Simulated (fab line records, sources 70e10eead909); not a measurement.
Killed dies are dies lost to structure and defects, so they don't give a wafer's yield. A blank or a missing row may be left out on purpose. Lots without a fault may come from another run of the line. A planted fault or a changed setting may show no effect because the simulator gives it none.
fab line records | flow nand_harc
record lots=6 wafers=18 last_day=33
route steps=1302 shown A_M1@1175 END@1302
lots that met no fault: from a run of the same line without faults
start_h: hours from the record's first day to the start of the lot's first wafer shown | wait_h: hours since the lot's step before | " the same as in the row above | L1.1+2: a row that stands for several wafers | - no value, or no start given | * or withheld: withheld | < > ~ a bound
route shown NAME@n: a module of which the file shows steps, and the number in the route of the first | usual: mean/standard deviation of fault-free wafers | same: alike in all rows | chamber/n: place in a boat | sites: the reading at each site | _std_site: their standard deviation | _edge_site: outer sites' mean less inner sites' | radius_mm: how far each site lies from the wafer's centre | mask NAME#n: copy n | behind: the tool/chamber that last shaped the wafer | hold: why the lot was held/for how many hours/how that ended | device: the transistor (n, p or np) that didn't switch | end of line: the same wafers' tests at the end of the route | a step without rows: its recipe alone | killed: dies lost to structure and defects at the first sort, not the wafer's yield | map: a wafer's dies, x killed, . not, _ none there
set.NAME: the setting as run; set.NAME@STEP: as run at that earlier step | model.NAME: the simulator's own value behind a step, which no gauge read
lots at some steps of the route; a table a step, a row a wafer
services: from which hour (start_h, from the record's first day; less than 0 if before it) a tool's chamber was out of use, for how many hours, and why
## steps
# step NHARC_A_M1_EBR_05
# step NHARC_A_M1_EXPOSE_06
# recipe na=1.35 target_cd_nm=120 dose_mj=75.13 mask_id=A_M1
# step NHARC_A_M1_PEB_07
# recipe peb_temp_c=100 peb_time_s=65
# step NHARC_A_M1_DEVELOP_08
# recipe develop_time_s=35 dev_temp_c=23
# step NHARC_A_M1_CD_MEAS_09
# recipe target_cd_nm=120 landing_energy_ev=500
# usual cd_nm=120.0/0.43
# columns lot.wafer tool chamber start_h wait_h cd_nm
L861.1 cd_sem-02 0 552.14 - 119.9
L861.2 " 0 " " 119.5
L861.6 " 0 " " 120.2
L865.2 cd_sem-01 0 591.57 - 119.3
L865.4 " 0 " " 119.9
L865.6 " 0 " " 119.1
L874.4 cd_sem-01 0 706.81 - 120.2
L874.5 " 0 " " 120.5
L874.6 " 0 " " 120.5
L879.3 cd_sem-03 0 729.27 - 120.4
L879.5 " 0 " " 120.3
L879.6 " 0 " " 120.1
L878.1 cd_sem-01 0 730.72 - 120.1
L878.3 " 0 " " 119.8
L878.6 " 0 " " 120.3
L881.3 cd_sem-02 0 759.29 - 119.1
L881.4 " 0 " " 119.8
L881.6 " 0 " " 120.3
# step NHARC_A_M1_OVL_MEAS_10
# recipe pitch_nm=240
# usual overlay_x_nm=-0.1/0.88 overlay_y_nm=0.1/0.81
# columns lot.wafer tool chamber start_h wait_h overlay_x_nm overlay_y_nm
L861.1 overlay-01 - 552.23 - 0.6 0.1
L861.2 " - " " 0.4 0.0
L861.6 " - " " 0.7 0.4
L865.2 overlay-02 - 591.65 - 1.0 0.3
L865.4 " - " " 1.2 0.6
L865.6 " - " " 1.6 -0.4
L874.4 overlay-01 - 706.90 - 0.2 -1.2
L874.5 " - " " 0.7 -1.2
L874.6 " - " " 0.8 -2.0
L879.3 overlay-01 - 729.36 - -1.4 0.3
L879.5 " - " " -1.3 0.5
L879.6 " - " " -1.2 0.0
L878.1 overlay-02 - 730.81 - 0.5 -0.5
L878.3 " - " " 0.5 -0.4
L878.6 " - " " 0.9 0.0
L881.3 overlay-02 - 759.37 - -0.5 -0.4
L881.4 " - " " -0.3 -0.1
L881.6 " - " " 0.2 0.2
# step NHARC_A_M1_INSPECT_11
# usual raw_defect_count=85/31
# columns lot.wafer tool chamber start_h wait_h raw_defect_count
L861.1 defect_inspect-02 - 552.26 0.0 66
L861.2 " - " " 73
L861.6 " - " " 54
L865.2 defect_inspect-01 - 591.69 0.0 126
L865.4 " - " " 136
L865.6 " - " " 105
L874.4 defect_inspect-01 - 706.93 0.0 64
L874.5 " - " " 61
L874.6 " - " " 65
L879.3 defect_inspect-02 - 729.39 0.0 128
L879.5 " - " " 143
L879.6 " - " " 130
L878.1 defect_inspect-02 - 730.84 0.0 48
L878.3 " - " " 32
L878.6 " - " " 43
L881.3 defect_inspect-01 - 759.41 0.0 112
L881.4 " - " " 106
L881.6 " - " " 101
# step NHARC_A_M1_DESCUM_14
# recipe time_s=3 o2_flow_sccm=200 ar_flow_sccm=0 bias_power_w=0 chemistry=O2
# usual drypump_motor_current_A=5.7/0.38 oes_product_au=0.998/0.0075 rf_vpp_V=57.6/0.84 showerhead_plenum_p_Torr=1.87/0.055 throttle_valve_pct=11.311/0.0092
# same time_s=3
# columns lot.wafer tool chamber start_h wait_h drypump_motor_current_A oes_product_au rf_hours_counter_h rf_vpp_V showerhead_plenum_p_Torr throttle_valve_pct
L861.2 rie_diel-13 2 552.33 0.1 5.5 1.003 3.0 57.9 1.82 11.307
L861.1 " 1 " " 6.6 1.018 2.2 58.9 1.98 11.322
L861.6 " 3 " " 5.9 1.001 - 58.3 1.90 11.322
L865.2 rie_diel-13 3 591.75 0.1 5.9 1.000 4.2 58.4 1.90 11.321
L865.4 " 3 " " 5.9 0.988 - 59.2 1.90 11.310
L865.6 " 1 " " 6.6 1.003 - 57.6 1.98 11.299
L874.4 rie_diel-11 2 707.00 0.1 5.4 1.002 3.0 57.0 1.80 11.309
L874.6 " 1 " " 6.1 0.994 - 58.0 1.83 11.299
L874.5 " 2 " " 5.4 1.002 - 56.8 1.80 11.307
L879.3 rie_diel-11 2 729.47 0.1 5.4 0.997 3.4 57.7 1.80 11.334
L879.5 " 0 " " 5.9 1.001 - 57.4 1.81 11.319
L879.6 " 1 " " 6.1 0.986 - 57.1 1.83 11.323
L878.1 rie_diel-11 3 730.91 0.1 5.4 1.009 2.6 56.7 1.89 11.301
L878.3 " 1 " " 6.1 1.006 3.1 57.6 1.83 11.308
L878.6 " 0 " " 5.9 1.002 - 58.6 1.81 11.305
L881.3 rie_diel-08 0 759.47 0.1 6.0 1.001 1.3 57.1 1.89 11.304
L881.4 " 2 " " 5.2 0.999 1.4 59.5 1.90 11.326
L881.6 " 1 " " 5.1 1.000 - 58.1 1.86 11.305
# step NHARC_A_M1_ETCH_35
# recipe target_depth_a=400 overetch_a=120 time_s=43.94 ion_energy_ev=200 n2_flow_sccm=150 h2_flow_sccm=150 ar_flow_sccm=0 rf_w=400 bias_w=150 chemistry=N2/H2
# usual drypump_motor_current_A=5.7/0.37 oes_product_au=0.999/0.0079 rf_fwd_power_W=395.2/1.4 rf_vpp_V=429.4/1.9 run_length_s=65.4/0.39 showerhead_plenum_p_Torr=2.00/0.061 throttle_valve_pct=14.172/0.01
# same time_s=43.94
# columns lot.wafer tool chamber start_h wait_h drypump_motor_current_A oes_product_au rf_fwd_power_W rf_hours_counter_h rf_vpp_V run_length_s showerhead_plenum_p_Torr throttle_valve_pct
L861.2 rie_diel-13 0 552.42 0.1 5.6 1.009 394.9 1.7 427.3 66.0 1.97 14.171
L861.1 " 1 " " 6.7 1.012 396.5 2.2 432.5 65.9 2.12 14.164
L861.6 " 2 " " 5.5 1.010 393.4 - 429.3 65.7 1.94 14.180
L865.2 rie_diel-13 1 591.86 0.1 6.6 0.999 397.0 4.2 432.5 66.4 2.12 14.172
L865.6 " 0 " " 5.6 1.010 395.3 - 427.9 65.9 1.97 14.173
L865.4 " 3 " " 5.9 0.998 395.6 - 431.7 64.7 2.02 14.177
L874.4 rie_diel-11 0 707.09 0.1 5.8 1.015 396.0 2.7 427.3 65.0 1.93 14.169
L874.5 " 1 " " 6.1 1.014 396.9 - 427.1 65.2 1.94 14.150
L874.6 " 2 " " 5.4 1.005 395.6 - 428.7 65.6 1.92 14.164
L879.3 rie_diel-11 3 729.54 0.1 5.4 0.996 392.9 2.4 429.4 65.4 2.01 14.185
L879.5 " 3 " " 5.4 1.001 395.6 - 428.7 65.6 2.01 14.148
L879.6 " 0 " " 5.8 1.003 397.2 - 427.1 65.4 1.93 14.175
L878.3 rie_diel-11 2 730.99 0.1 5.4 1.005 394.2 3.5 426.9 65.4 1.92 14.186
L878.1 " 0 " " 5.8 0.999 394.7 3.1 426.9 65.2 1.92 14.171
L878.6 " 2 " " 5.4 1.003 395.2 - 427.7 65.4 1.92 14.178
L881.4 rie_diel-08 2 759.56 0.1 5.3 0.991 395.2 1.4 430.8 65.1 2.03 14.173
L881.3 " 0 " " 6.0 0.998 393.8 1.3 430.9 65.4 2.02 14.154
L881.6 " 3 " " 5.7 1.008 393.6 - 432.1 65.1 2.10 14.167
# step NHARC_A_M1_ETCH_15
# recipe target_depth_a=1825 time_s=91.2 c4f8_flow_sccm=withheld ar_flow_sccm=400 rf_w=600 bias_w=300 chemistry=C4F8/Ar
# usual oes_product_au=0.946/0.021 rf_fwd_power_W=595.7/2.2 rf_vpp_V=439.7/1.8 run_length_s=112.7/0.35
# same time_s=91.2
# columns lot.wafer tool chamber start_h wait_h oes_product_au rf_fwd_power_W rf_hours_counter_h rf_vpp_V run_length_s
L861.1 rie_diel-13 3 - - 0.920 593.7 2.5 440.1 111.9
L861.2 " 1 " " 0.922 596.9 2.2 442.9 112.9
L861.6 " 3 " " 0.921 597.0 - 441.2 111.9
L865.2 rie_diel-13 0 - - 0.971 596.4 3.8 440.2 113.5
L865.6 " 3 " " 0.960 594.5 - 441.2 111.9
L865.4 " 1 " " 0.976 597.1 - 442.5 113.4
L874.4 rie_diel-11 3 - - 0.980 597.5 2.1 439.3 112.8
L874.5 " 1 " " 0.961 596.7 - 437.7 112.5
L874.6 " 2 " " 0.953 595.6 - 437.1 112.9
L879.3 rie_diel-11 3 - - 0.918 593.7 2.4 441.4 112.6
L879.6 " 2 " " 0.929 595.6 - 436.3 113.0
L879.5 " 3 " " 0.930 596.6 - 440.6 112.3
L878.1 rie_diel-11 2 - - 0.978 597.6 3.6 437.9 112.6
L878.3 " 3 " " 0.960 598.5 2.6 440.8 112.4
L878.6 " 2 " " 0.977 595.8 - 436.3 112.6
L881.3 rie_diel-08 3 - - 0.955 594.5 1.3 441.7 112.6
L881.4 " 0 " " 0.955 594.6 1.3 440.4 112.8
L881.6 " 2 " " 0.942 594.1 - 440.1 112.3
# step NHARC_A_M1_CD_MEAS_16
# usual cd_nm=119.8/0.61
# columns lot.wafer tool chamber start_h wait_h cd_nm
L861.1 cd_sem-02 - 553.10 - 118.9
L861.2 " - " " 120.0
L861.6 " - " " 119.7
L865.2 cd_sem-02 - 592.10 - 119.2
L865.4 " - " " 119.2
L865.6 " - " " 118.4
L874.4 cd_sem-02 - 707.30 - 120.6
L874.5 " - " " 120.8
L874.6 " - " " 120.8
L879.3 cd_sem-02 - 729.76 - 120.5
L879.5 " - " " 119.7
L879.6 " - " " 120.5
L878.1 cd_sem-01 - 731.21 - 120.0
L878.3 " - " " 120.1
L878.6 " - " " 119.8
L881.3 cd_sem-01 - 759.78 - 118.0
L881.4 " - " " 119.3
L881.6 " - " " 120.5
# step NHARC_A_M1_STRIP_18
# recipe power_w=1000 n2_flow_sccm=150 h2_flow_sccm=150 ar_flow_sccm=0 bias_w=0 chemistry=N2/H2
# usual drypump_motor_current_A=5.7/0.42 oes_product_au=1.000/0.0073 rf_fwd_power_W=997/3.3 rf_vpp_V=90.5/0.84 showerhead_plenum_p_Torr=2.00/0.063 throttle_valve_pct=14.171/0.0088
# columns lot.wafer tool chamber start_h wait_h drypump_motor_current_A oes_product_au rf_fwd_power_W rf_hours_counter_h rf_vpp_V showerhead_plenum_p_Torr throttle_valve_pct
L861.1 rie_diel-13 2 553.18 0.1 5.5 0.996 999 3 89.2 1.94 14.158
L861.2 " 0 " " 5.6 0.992 998 2 89.9 1.97 14.173
L861.6 " 2 " " 5.5 1.016 996 - 90.8 1.94 14.169
L865.2 rie_diel-13 0 592.17 0.1 5.6 1.007 989 4 91.1 1.97 14.165
L865.6 " 1 " " 6.7 1.008 998 - 89.6 2.12 14.179
L865.4 " 3 " " 5.9 1.002 994 - 90.6 2.02 14.173
L874.4 rie_diel-13 2 707.47 0.2 5.5 0.999 998 - 90.1 1.94 14.171
L874.6 " 0 " " 5.6 0.996 996 - 89.1 1.97 14.179
L874.5 " 1 " " 6.6 1.000 1002 - 90.9 2.11 14.172
L879.3 rie_diel-11 1 729.88 0.1 6.0 0.999 993 3 89.0 1.94 14.176
L879.5 " 3 " " 5.4 0.999 1000 - 89.7 2.01 14.161
L879.6 " 0 " " 5.8 1.000 1003 - 90.0 1.92 14.187
L878.1 rie_diel-13 0 731.28 0.1 5.6 0.998 989 2 89.8 1.96 14.165
L878.3 " 1 " " 6.6 0.996 998 2 89.7 2.11 14.176
L878.6 " 1 " " 6.7 1.004 998 - 91.5 2.11 14.158
L881.4 rie_diel-11 0 759.88 0.1 5.8 1.005 1003 4 90.0 1.92 14.161
L881.3 " 2 " " 5.4 1.001 991 4 90.2 1.92 14.157
L881.6 " 0 " " 5.8 0.992 1001 - 90.3 1.92 14.172
# step NHARC_A_M1_ETCH_28
# recipe target_depth_a=300 over_etch_frac=0.3 time_s=72.99 ion_energy_ev=150 cf4_flow_sccm=50 n2_flow_sccm=100 ar_flow_sccm=150 rf_w=300 bias_w=100 chemistry=CF4/N2
# usual cf4_flow_sccm=50.00/0.15 drypump_motor_current_A=5.7/0.41 oes_product_au=1.001/0.0085 rf_fwd_power_W=297.5/1.1 rf_vpp_V=313.4/1.5 run_length_s=94.5/0.41 showerhead_plenum_p_Torr=2.58/0.076 throttle_valve_pct=19.794/0.0094
# columns lot.wafer tool chamber start_h wait_h cf4_flow_sccm drypump_motor_current_A oes_product_au rf_fwd_power_W rf_hours_counter_h rf_vpp_V run_length_s showerhead_plenum_p_Torr throttle_valve_pct
L861.1 rie_diel-13 2 553.42 - 49.88 5.5 0.997 295.8 3 311.9 94.7 2.51 19.804
L861.2 " 0 " " 49.96 5.6 0.995 297.1 2 312.1 95.2 2.54 19.796
L861.6 " 2 " " 49.96 5.5 1.001 295.6 - 312.4 95.2 2.51 19.805
L865.2 rie_diel-13 1 592.48 - 49.70 6.6 1.011 299.2 4 314.9 94.8 2.72 19.790
L865.6 " 0 " " 50.11 5.6 1.002 298.8 - 312.7 94.9 2.54 19.799
L865.4 " 1 " " 50.03 6.7 1.016 299.6 - 316.1 94.8 2.72 19.791
L874.6 rie_diel-13 0 707.69 - 49.95 5.6 0.995 - - 312.3 79.0 2.54 19.804
L874.5 " 1 " " 49.82 6.6 0.997 299.1 - 315.9 95.2 2.71 19.801
L874.4 " 2 " " 49.93 5.5 0.996 295.5 - 312.6 94.6 2.51 19.783
L879.3 rie_diel-11 2 730.09 - 50.04 5.4 1.005 298.1 4 311.7 94.4 2.48 19.786
L879.5 " 3 " " 50.11 5.4 1.005 297.3 - 312.9 94.1 2.59 19.801
L879.6 " 0 " " 49.97 5.8 1.013 297.2 - 311.8 94.3 2.49 19.797
L878.1 rie_diel-13 2 731.53 - 49.98 5.5 1.012 297.3 3 311.3 95.1 2.51 19.797
L878.3 " 0 " " 50.06 5.6 1.011 - 2 311.7 78.4 2.54 19.811
L878.6 " 2 " " 49.99 5.5 1.005 297.3 - 312.6 94.6 2.51 19.787
L881.4 rie_diel-11 0 760.10 - 49.75 5.8 0.995 297.7 4 312.3 94.1 2.49 19.795
L881.3 " 1 " " 49.96 6.1 0.998 298.4 3 311.7 94.5 2.51 19.802
L881.6 " 0 " " 49.88 5.8 1.006 297.6 - 311.2 94.2 2.49 19.780
# step NHARC_A_M1_STRIP_19
# recipe time_s=600 temp_c=30 chemistry=post_etch_residue_remover
# step NHARC_END_SORT_01
# recipe temp_c=25
# usual defect_limited_yield=90.7/2.6 killed_at_array=59/17 killed_at_other=0.7/0.9 killed_at_periphery=3.6/2.3 killed_dies=63/18 killed_open=3.4/1.9 killed_short=2.6/1.7
# same gross_dies=677
# columns lot.wafer tool chamber start_h wait_h defect_limited_yield[%] killed_at_array killed_at_other killed_at_periphery killed_dies killed_open killed_short
L861.1 prober-01 0 585.12 2.5 92.8 48 0 1 49 0 5
L861.2 prober-01 0 585.93 2.8 91.3 56 0 3 59 3 4
L861.6 prober-01 0 589.18 4.1 93.4 39 0 6 45 3 3
L865.2 prober-02 0 630.84 2.8 88.0 74 1 6 81 2 0
L865.4 prober-02 0 632.46 3.4 87.6 82 0 2 84 3 2
L865.6 prober-02 0 634.08 4.0 89.2 68 0 5 73 3 3
L874.4 prober-01 0 746.79 3.4 92.2 47 0 6 53 2 2
L874.5 prober-01 0 747.60 3.7 92.3 45 1 6 52 2 4
L874.6 prober-01 0 748.41 4.0 91.0 56 0 5 61 4 2
# killed by level:class
L861.1 A_CHANNEL_HOLE_D2:chamber_film_flake=31 A_CHANNEL_HOLE_D1:chamber_film_flake=3 A_CHANNEL_FILL_D1:chamber_film_flake=3 A_CHANNEL_FILL_D1:geometric_particle:short=2 A_STAIRCASE:chamber_film_flake=2 A_CONTACT:chamber_film_flake=2 A_DECK1_JOINT:geometric_particle:short=1 A_ONON_D2:geometric_particle:short=1
L861.2 A_CHANNEL_HOLE_D2:chamber_film_flake=36 A_CHANNEL_HOLE_D1:chamber_film_flake=7 A_ONON_D1:geometric_particle:short=2 A_ONON_D2:geometric_particle:short=2 P_STI:chamber_film_flake=2 A_CHANNEL_FILL_D1:chamber_film_flake=2 P_M1:geometric_particle:open=1 A_CHANNEL_HOLE_D1:geometric_particle:open=1
L861.6 A_CHANNEL_HOLE_D2:chamber_film_flake=26 P_STI:chamber_film_flake=4 A_CHANNEL_FILL_D1:chamber_film_flake=2 A_WL_FILL:chamber_film_flake=2 A_CONTACT:chamber_film_flake=2 P_M0:geometric_particle:open=1 A_ONON_D1:geometric_particle:open=1 A_CHANNEL_HOLE_D1:geometric_particle:short=1
L865.2 A_CHANNEL_HOLE_D2:chamber_film_flake=37 A_CHANNEL_HOLE_D1:chamber_film_flake=30 A_STAIRCASE:chamber_film_flake=3 P_M0:geometric_particle:open=2 P_GATE:chamber_film_flake=2 P_BONDPAD:chamber_film_flake=2 A_ZERO_WELL:chamber_film_flake=1 A_CHANNEL_FILL_D1:chamber_film_flake=1
L865.4 A_CHANNEL_HOLE_D1:chamber_film_flake=38 A_CHANNEL_HOLE_D2:chamber_film_flake=35 A_WL_FILL:geometric_particle:open=2 A_STAIRCASE:chamber_film_flake=2 P_CONTACT:geometric_particle:short=1 A_DECK1_JOINT:geometric_particle:open=1 A_CHANNEL_FILL_D2:geometric_particle:short=1 P_BONDPAD:chamber_film_flake=1
L865.6 A_CHANNEL_HOLE_D2:chamber_film_flake=36 A_CHANNEL_HOLE_D1:chamber_film_flake=19 A_CONTACT:chamber_film_flake=4 P_BONDPAD:chamber_film_flake=2 A_ZERO_WELL:chamber_film_flake=2 A_STAIRCASE:chamber_film_flake=2 P_STI:geometric_particle:short=1 P_STI:geometric_particle:open=1
L874.4 A_CHANNEL_HOLE_D2:chamber_film_flake=25 A_CHANNEL_HOLE_D1:chamber_film_flake=10 P_CONTACT:chamber_film_flake=4 A_CONTACT:chamber_film_flake=3 A_M1:chamber_film_flake=2 P_GATE:geometric_particle:open=1 A_DECK1_JOINT:geometric_particle:short=1 A_CHANNEL_HOLE_D2:geometric_particle:open=1
L874.5 A_CHANNEL_HOLE_D2:chamber_film_flake=20 A_SGD_CUT:chamber_film_flake=4 A_CONTACT:chamber_film_flake=4 P_GATE:chamber_film_flake=3 A_CHANNEL_HOLE_D1:chamber_film_flake=3 A_SLIT:chamber_film_flake=3 P_CONTACT:chamber_film_flake=2 A_CHANNEL_FILL_D2:chamber_film_flake=2
L874.6 A_CHANNEL_HOLE_D2:chamber_film_flake=22 A_CHANNEL_HOLE_D1:chamber_film_flake=15 P_CONTACT:chamber_film_flake=5 A_SLIT:chamber_film_flake=5 A_SGD_CUT:chamber_film_flake=3 A_CHANNEL_FILL_D2:chamber_film_flake=2 A_CONTACT:chamber_film_flake=2 A_CHANNEL_HOLE_D1:geometric_particle:open=1
## services
# columns tool chamber start_h hours kind
rie_diel-13 0 528.47 - clean
rie_diel-13 1 528.47 - clean
rie_diel-13 2 528.47 - clean
rie_diel-13 3 528.47 - clean
rie_diel-08 - 544.51 1.0 repair
rie_diel-08 - 545.54 9.0 pm
rie_diel-13 0 552.97 - clean
rie_diel-13 1 552.97 - clean
rie_diel-13 2 552.97 - clean
rie_diel-13 3 552.97 - clean
rie_diel-13 0 577.47 - clean
rie_diel-13 1 577.47 - clean
rie_diel-13 2 577.47 - clean
rie_diel-13 2 586.78 12.7 repair
rie_diel-11 0 600.99 5.5 repair
rie_diel-11 - 609.50 9.0 pm
rie_diel-13 2 657.95 4.7 repair
rie_diel-11 3 685.80 13.4 repair
rie_diel-08 2 693.10 3.7 repair
rie_diel-13 - 696.47 9.0 pm
rie_diel-11 1 716.09 12.6 repair
rie_diel-08 - 722.54 9.0 pm
rie_diel-11 0 723.46 4.4 repair
rie_diel-11 - 727.89 1.2 repair
## key
first_sign step=NHARC_A_M1_ETCH_28 reading=run_length_s direction=down sigmas=38 usual=* struck=*
effect none on later readings
met_at NHARC_A_M1_ETCH_28
struck_wafers L874.6,L878.3
onset_between 592.48 707.69
fault kind=process_parameter_drift tool=rie_diel-13 chamber=0 onset_h=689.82 steps=NHARC_A_M1_ETCH_28 channel=time_s offset=* shape=step end_h=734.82 acts_in=* stated=*
